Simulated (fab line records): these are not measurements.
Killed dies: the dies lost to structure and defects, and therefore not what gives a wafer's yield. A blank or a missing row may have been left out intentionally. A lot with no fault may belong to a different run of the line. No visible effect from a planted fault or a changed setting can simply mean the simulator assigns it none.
Chamber matching	flow n5 finfet	N5_BEOL_M2_PRE_CLEAN_60 on cvd co-01: 3 sister chambers
The step time 15 s. 22 wafers are shown with their chamber, then 11 later ones without.

WAFERS, EACH WITH ITS CHAMBER
wafer	chamber	heater power outer w (W)	heater power w (W)
L075.3	0	18	94
L075.4	2	12	76
L075.6	1	31	83
L077.1	2	13	74
L077.3	0	17	93
L077.6	0	18	96
L080.1	0	17	92
L080.4	0	18	96
L080.5	1	31	84
L078.1	1	31	82
L078.4	0	17	94
L078.5	2	12	77
L081.1	0	17	95
L081.3	1	32	85
L081.6	0	17	91
L082.1	1	31	83
L082.4	2	13	75
L082.5	1	31	84
L083.3	0	18	93
L083.5	1	31	84
L083.6	2	13	75
L086.2	1	31	85

SIGNATURES (averages over the wafers above)
reading	chamber 0	chamber 1	chamber 2	scatter within a chamber
heater power outer w	17.44	31.12	12.60	0.476
heater power w	93.78	83.75	75.40	1.38
Rule: for a wafer and a chamber, the distance is found by dividing, reading by reading, the gap between the wafer's reading and the chamber's mean by the reading's scatter, squaring, summing and taking the root. If the next closest chamber is less than 2 further off than the closest, the wafer can't be placed; otherwise it belongs to the closest. The scatter is the square root of a quotient: the sum, over the shown wafers, of each reading's squared deviation from its chamber's mean, divided by wafers minus chambers.

WAFERS WITH NO CHAMBER GIVEN
wafer	heater power outer w (W)	heater power w (W)
L086.3	13	75
L086.6	18	92
L088.1	18	91
L088.2	32	84
L088.3	13	75
L089.1	13	75
L089.3	18	94
L089.5	18	93
L094.1	18	95
L094.2	31	87
L094.4	18	93

WHICH CHAMBER EACH ONE RAN IN
wafer	from the rows above	in truth
L086.3	2	2
L086.6	0	0
L088.1	0	0
L088.2	1	1
L088.3	2	2
L089.1	2	2
L089.3	0	0
L089.5	0	0
L094.1	0	0
L094.2	1	1
L094.4	0	0
Correctly placed: 11 of 11. Can't be placed from these rows: 0. Wrongly placed: 0.
